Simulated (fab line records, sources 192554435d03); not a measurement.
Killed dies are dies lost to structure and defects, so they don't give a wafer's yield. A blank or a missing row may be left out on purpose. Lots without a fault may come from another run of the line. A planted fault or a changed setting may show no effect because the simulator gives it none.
Chamber matching | flow n5_finfet | N5_PASSIVATION_PECVD_53 on pecvd-04: 3 sister chambers
The step deposits SiO2 from TEOS/O2, target thk 800 nm, time 169.4 s. 6 wafers are shown with their chamber, then 6 later ones without.

WAFERS WITH THEIR CHAMBER
wafer  | chamber | run_length_s (s) | susceptor_temp_C (C)
L613.4 | 2       | 198.2            | 399.98
L613.5 | 0       | 196.7            | 399.86
L615.1 | 0       | 196.6            | 399.96
L615.3 | 2       | 197.8            | 400.07
L618.2 | 1       | 196.8            | 400.06
L618.4 | 1       | 197.1            | 400.07

WAFERS WITHOUT THEIR CHAMBER
wafer  | run_length_s (s) | susceptor_temp_C (C)
L618.6 | 198.0            | 400.14
L620.1 | 195.9            | 400.11
L620.2 | 196.7            | 399.88
L620.4 | 195.9            | 400.24
L621.5 | 197.4            | 399.89
L626.4 | 198.3            | 400.02

WHICH CHAMBER EACH WENT THROUGH
wafer  | from the rows above          | in truth
L618.6 | 2                            | 2
L620.1 | can't be placed: 1 or 0      | 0
L620.2 | 0                            | 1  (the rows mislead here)
L620.4 | can't be placed: 1 or 0      | 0
L621.5 | can't be placed: 0 or 2 or 1 | 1
L626.4 | 2                            | 2
Placed correctly: 2 of 6. Can't be placed from these rows: 3 (the true chamber is among the candidates in 3). Placed wrongly: 1.
How it was worked out, from the rows above alone: a wafer's distance from a chamber is the root of the sum, over the readings, of the square of ((its reading less the chamber's mean) divided by the reading's scatter). The wafer belongs to the nearest chamber; if the next one is less than 2 further off, it can't be placed. A chamber's mean is the mean of its shown wafers. The scatter: the root of (the sum of the squares of (reading less its chamber's mean) over the shown wafers, divided by (wafers less chambers)).
